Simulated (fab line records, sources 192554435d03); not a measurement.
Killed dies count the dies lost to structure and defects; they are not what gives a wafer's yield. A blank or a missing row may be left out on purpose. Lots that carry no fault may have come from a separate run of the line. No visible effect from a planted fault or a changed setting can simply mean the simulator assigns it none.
Comparing a struck lot with a sound one | flow n5-finfet | 23 steps out of a route of 1938
Sound: these wafers, L204.1, L204.4, L204.6. Struck: wafer L216.4 (L216.1, L216.2, from the same lot, were not struck and are left out); the cause is given at the end.
At each step with rows: each side's tool, then ch and its chambers, then its first start. Under that, the readings that differ: sound wafers | struck wafers | difference of the means | sigmas: that difference in standard deviations of wafers without a fault.
alike: a reading whose means differ by less than 2 such deviations, as well as words and numbers matching on both sides. not compared: withheld readings; readings where some wafer has no value; bounds like >300 that might hide an equal value; numbers whose values overlap and for which the record gives no deviation.
The two part at a step that has a row with sigmas, a row that says differs or no value, or rows on one side only. Non-overlapping numbers with no deviation appear without sigmas and do not part them. A reading missing from all wafers of one side parts the sides only when that side holds two or more wafers.

first, 3 steps without rows for these wafers: N5_PMOS_HMC_CHANNEL_EPI_EXPOSE_06 (exposes mask PMOS HMC BLK, target cd 240 nm); N5_PMOS_HMC_CHANNEL_EPI_PEB_07 (peb time 60 s); N5_PMOS_HMC_CHANNEL_EPI_DEVELOP_08 (develop time 30 s).
N5_PMOS_HMC_CHANNEL_EPI_CD_MEAS_09: target cd 237.4 nm.
  sound on cd-sem-01 ch 0, day 1 17:17; struck on cd-sem-03 ch 0, day 4 16:55
  alike: cd-nm
N5_PMOS_HMC_CHANNEL_EPI_OVL_MEAS_10:
  sound on overlay-02 ch 0, day 1 17:19; struck on overlay-02 ch 0, day 4 16:56
  alike: PMOS_HMC_BLK_OVL
N5_PMOS_HMC_CHANNEL_EPI_INSPECT_11: inspects for defects (macro).
  sound: defect-inspect-01 at day 1 17:20; struck: defect-inspect-02 at day 4 16:58
  alike: raw-defect-count
then, 1 step without rows for these wafers: N5_PMOS_HMC_CHANNEL_EPI_DESCUM_14 (chemistry O2, time 7.9 s).
N5_PMOS_HMC_CHANNEL_EPI_ETCH_32: etches BARC in N2/H2, stops on SiO2, target depth 85.8 nm, time 50.3 s.
  sound on rie-diel-05 ch 2,3, day 1 17:25; struck on rie-diel-05 ch 0, day 4 17:06
  alike: drypump-motor-current-A, n2-flow-sccm, oes-product-au, rf-vpp-V, showerhead-plenum-p-Torr, throttle-valve-pct
  not compared: rf-hours-counter-h
N5_PMOS_HMC_CHANNEL_EPI_HM_OPEN_15: chemistry CHF3/O2, target SiO2, target depth 40.6 nm, time 20.3 s.
  sound on rie-diel-05 ch 2,3, day 1 17:27; struck on rie-diel-05 ch 0, day 4 17:08
  alike: drypump-motor-current-A, oes_ar_750_au, oes_o_777_au, oes-product-au, rf-vpp-V, showerhead-plenum-p-Torr, throttle-valve-pct
  not compared: rf-hours-counter-h
N5_PMOS_HMC_CHANNEL_EPI_STRIP_33: strips in N2/H2.
  sound on rie-diel-05 ch 2,3, day 1 17:31; struck on rie-diel-05 ch 0, day 4 17:12
  alike: drypump-motor-current-A, n2-flow-sccm, oes-product-au, rf-vpp-V, showerhead-plenum-p-Torr, throttle-valve-pct
  not compared: rf-hours-counter-h
then, 1 step without rows for these wafers: N5_PMOS_HMC_CHANNEL_EPI_STRIP_17 (strips in SPM, time 750 s).
N5_PMOS_HMC_CHANNEL_EPI_ETCH_38: etches SiO2 in CF4, target depth 1.5 nm.
  sound on rie-si-03 ch 1,2,3, day 1 17:49; struck on rie-si-01 ch 2, day 4 17:30
  alike: drypump-motor-current-A, oes-product-au, throttle-valve-pct
  not compared: rf-hours-counter-h
N5_PMOS_HMC_CHANNEL_EPI_FIN_RECESS_16: chemistry HBr/Cl2, target Si, target depth 54 nm, time 18 s.
  sound on rie-si-03 ch 1,2,3, day 1 17:50; struck on rie-si-01 ch 2, day 4 17:31
  reading                                          | sound             | struck | difference | sigmas
  model.PMOS_HMC_CHANNEL_EPI.feature-depth-nm (nm) | 54.08 53.88 52.69 | 43.75  | -9.80      |
  model.etch.depth-nm (nm)                         | 54.08 53.88 52.69 | 43.75  | -9.80      |
  alike: drypump-motor-current-A, oes-product-au, throttle-valve-pct
  not compared: rf-hours-counter-h
then, 6 steps without rows for these wafers: N5_PMOS_HMC_CHANNEL_EPI_PRECLEAN_36 (cleans in O3/DIW, time 45 s); N5_PMOS_HMC_CHANNEL_EPI_PRECLEAN_18 (cleans in DHF, time 30 s); N5_PMOS_HMC_CHANNEL_EPI_SRD_19 (time 30 s); N5_PMOS_HMC_CHANNEL_EPI_EPI_20 (deposits SiGe30, target thk 59 nm); N5_PMOS_HMC_CHANNEL_EPI_HM_STRIP_35 (strips SiO2 in dHF, material SiO2, target depth 39.6 nm, time 216 s); N5_PMOS_HMC_CHANNEL_EPI_SRD_39 (time 30 s).
N5_PMOS_HMC_CHANNEL_EPI_CMP_21: polishes SiGe30, target thk 54 nm.
  sound on cmp-03 ch 0,2, day 1 19:44; struck on cmp-02 ch 1, day 4 19:02
  alike: motor-current-A
N5_PMOS_HMC_CHANNEL_EPI_THK_MEAS_22:
  sound: film-metro-01 at day 1 20:02; struck: film-metro-02 at day 4 19:20
  reading          | sound          | struck | difference | sigmas
  HMC_CMP_THK (nm) | 54.0 53.8 52.5 | 43.7   | -9.7       | -15
then, 2 steps without rows for these wafers: N5_PMOS_HMC_CHANNEL_EPI_PRECLEAN_40 (cleans in DHF, time 30 s); N5_PASSIVATION_PROBE_49.

## WHERE THEY PART
N5_PMOS_HMC_CHANNEL_EPI_THK_MEAS_22 only, going by this record.

WHY: the cause the simulator had injected
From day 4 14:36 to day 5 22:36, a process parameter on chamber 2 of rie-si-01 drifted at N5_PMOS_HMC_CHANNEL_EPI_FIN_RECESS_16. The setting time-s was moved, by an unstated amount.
